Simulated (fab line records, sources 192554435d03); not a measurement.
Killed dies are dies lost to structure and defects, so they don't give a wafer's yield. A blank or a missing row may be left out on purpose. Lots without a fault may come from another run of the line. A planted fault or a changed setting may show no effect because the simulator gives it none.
Chamber matching | flow n5_finfet | N5_BEOL_M0_SAQP_STRIP_86 on rie_diel-06: 4 sister chambers
The step strips in N2/H2. 4 wafers are shown with their chamber, then 11 later ones without.

WAFERS WITH THEIR CHAMBER
wafer  | chamber | showerhead_plenum_p_Torr (Torr)
L082.6 | 3       | 3.19
L089.1 | 0       | 3.29
L089.3 | 2       | 3.48
L089.4 | 1       | 3.20

WAFERS WITHOUT THEIR CHAMBER
wafer  | showerhead_plenum_p_Torr (Torr)
L089.5 | 3.29
L089.6 | 3.48
L091.3 | 3.48
L091.4 | 3.59
L091.6 | 3.59
L095.1 | 3.47
L095.3 | 3.28
L095.6 | 3.59
L097.2 | 3.19
L097.3 | 3.47
L097.6 | 3.59

WHICH CHAMBER EACH WENT THROUGH
wafer  | from the rows above          | in truth
L089.5 | can't be placed: 0 or 1 or 3 | 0
L089.6 | 2                            | 2
L091.3 | 2                            | 2
L091.4 | 2                            | 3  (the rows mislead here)
L091.6 | 2                            | 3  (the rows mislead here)
L095.1 | 2                            | 2
L095.3 | can't be placed: 0 or 1 or 3 | 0
L095.6 | 2                            | 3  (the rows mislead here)
L097.2 | can't be placed: 3 or 1 or 0 | 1
L097.3 | 2                            | 2
L097.6 | 2                            | 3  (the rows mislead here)
Placed correctly: 4 of 11. Can't be placed from these rows: 3 (the true chamber is among the candidates in 3). Placed wrongly: 4.
How it was worked out, from the rows above alone: a wafer's distance from a chamber is the root of the sum, over the readings, of the square of ((its reading less the chamber's mean) divided by the reading's scatter). The wafer belongs to the nearest chamber; if the next one is less than 2 further off, it can't be placed. A chamber's mean is the mean of its shown wafers. The scatter: with one shown wafer a chamber, the root of the mean of the squares of how far each hidden wafer lies from its nearest shown one.
